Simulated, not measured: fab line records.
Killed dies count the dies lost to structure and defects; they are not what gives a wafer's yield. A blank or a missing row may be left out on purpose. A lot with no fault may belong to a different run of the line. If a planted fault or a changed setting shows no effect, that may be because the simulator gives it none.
Chamber matching    flow n5_finfet    uv_cure-03 running N5_BEOL_M9_CURE_71: 3 sister chambers
The step cures SiCOH lowk, time 240 s. 3 wafers are shown with their chamber, then 12 later ones without.

== WAFERS WITH THEIR CHAMBER ==
wafer   chamber  wafer_temp_C_max
L088.5  0        386.0
L090.5  1        386.8
L092.3  2        386.1

== WAFERS MISSING THEIR CHAMBER ==
wafer   wafer_temp_C_max
L091.1  386.0
L091.2  385.8
L091.3  386.1
L093.2  386.4
L093.3  386.1
L093.4  386.1
L094.1  386.6
L094.5  386.5
L094.6  386.6
L095.2  386.1
L095.3  386.4
L095.4  386.3

== WHICH CHAMBER EACH ONE RAN IN ==
wafer   from the rows above           in truth
L091.1  can't be placed: 0 or 2       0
L091.2  can't be placed: 0 or 2       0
L091.3  can't be placed: 2 or 0       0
L093.2  can't be placed: 2 or 0 or 1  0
L093.3  can't be placed: 2 or 0       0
L093.4  can't be placed: 2 or 0       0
L094.1  can't be placed: 1 or 2       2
L094.5  can't be placed: 1 or 2 or 0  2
L094.6  can't be placed: 1 or 2       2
L095.2  can't be placed: 2 or 0       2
L095.3  can't be placed: 2 or 0 or 1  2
L095.4  can't be placed: 2 or 0 or 1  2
0 of 12 placed correctly. These rows do not allow placing 12 (true chamber among the candidates in 12). Wrongly placed: 0.
How it was worked out, from the rows above alone: a wafer's distance from a chamber is the root of the sum, over the readings, of the square of ((its reading less the chamber's mean) divided by the reading's scatter). The wafer belongs to the nearest chamber; if the next one is less than 2 further off, it can't be placed. For every chamber, the mean is computed from those of its wafers that are shown. The scatter: with one shown wafer a chamber, the root of the mean of the squares of how far each hidden wafer lies from its nearest shown one.
